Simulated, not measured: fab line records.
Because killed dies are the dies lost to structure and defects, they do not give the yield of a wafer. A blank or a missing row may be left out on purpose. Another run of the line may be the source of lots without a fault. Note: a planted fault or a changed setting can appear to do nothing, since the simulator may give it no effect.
Matching of chambers / flow n5_finfet / 3 sister chambers for N5_BEOL_M5_PECVD_70 on pecvd-02
The step deposits SiO2 from TEOS/O2, target thk 16 nm, time 18 s. 6 wafers are shown with their chamber, then 10 later ones without.

WAFERS WITH THEIR CHAMBER
wafer=L088.6; chamber=0; showerhead_plenum_p_Torr (Torr)=8.72; throttle_valve_pct (%)=23.0
wafer=L089.2; chamber=1; showerhead_plenum_p_Torr (Torr)=8.66; throttle_valve_pct (%)=22.2
wafer=L089.4; chamber=1; showerhead_plenum_p_Torr (Torr)=8.68; throttle_valve_pct (%)=22.3
wafer=L089.5; chamber=2; showerhead_plenum_p_Torr (Torr)=8.82; throttle_valve_pct (%)=22.0
wafer=L090.2; chamber=2; showerhead_plenum_p_Torr (Torr)=8.79; throttle_valve_pct (%)=22.2
wafer=L090.4; chamber=0; showerhead_plenum_p_Torr (Torr)=8.70; throttle_valve_pct (%)=22.7

WAFERS MISSING THEIR CHAMBER
wafer=L090.5; showerhead_plenum_p_Torr (Torr)=8.80; throttle_valve_pct (%)=22.2
wafer=L093.3; showerhead_plenum_p_Torr (Torr)=8.79; throttle_valve_pct (%)=22.0
wafer=L093.5; showerhead_plenum_p_Torr (Torr)=8.78; throttle_valve_pct (%)=22.3
wafer=L093.6; showerhead_plenum_p_Torr (Torr)=8.70; throttle_valve_pct (%)=22.3
wafer=L097.1; showerhead_plenum_p_Torr (Torr)=8.79; throttle_valve_pct (%)=22.5
wafer=L097.2; showerhead_plenum_p_Torr (Torr)=8.71; throttle_valve_pct (%)=22.8
wafer=L097.6; showerhead_plenum_p_Torr (Torr)=8.67; throttle_valve_pct (%)=22.2
wafer=L094.1; showerhead_plenum_p_Torr (Torr)=8.70; throttle_valve_pct (%)=22.3
wafer=L094.2; showerhead_plenum_p_Torr (Torr)=8.78; throttle_valve_pct (%)=22.2
wafer=L094.6; showerhead_plenum_p_Torr (Torr)=8.70; throttle_valve_pct (%)=22.9

CHAMBER TAKEN BY EACH
wafer=L090.5; from the rows above=2; in truth=2
wafer=L093.3; from the rows above=2; in truth=2
wafer=L093.5; from the rows above=2; in truth=2
wafer=L093.6; from the rows above=can't be placed: 1 or 0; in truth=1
wafer=L097.1; from the rows above=2; in truth=2
wafer=L097.2; from the rows above=0; in truth=0
wafer=L097.6; from the rows above=1; in truth=1
wafer=L094.1; from the rows above=can't be placed: 1 or 0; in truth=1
wafer=L094.2; from the rows above=2; in truth=2
wafer=L094.6; from the rows above=0; in truth=0
Correctly placed: 8 of 10. Not placeable from these rows: 2 (in 2, the candidates include the true chamber). Number placed wrongly: 0.
How it was worked out, from the rows above alone: a wafer's distance from a chamber is the root of the sum, over the readings, of the square of ((its reading less the chamber's mean) divided by the reading's scatter). The wafer belongs to the nearest chamber; if the next one is less than 2 further off, it can't be placed. For every chamber, the mean is computed from those of its wafers that are shown. The scatter: take each reading less its chamber's mean, square it, sum over the shown wafers, divide by the number of wafers less the number of chambers, and take the root.
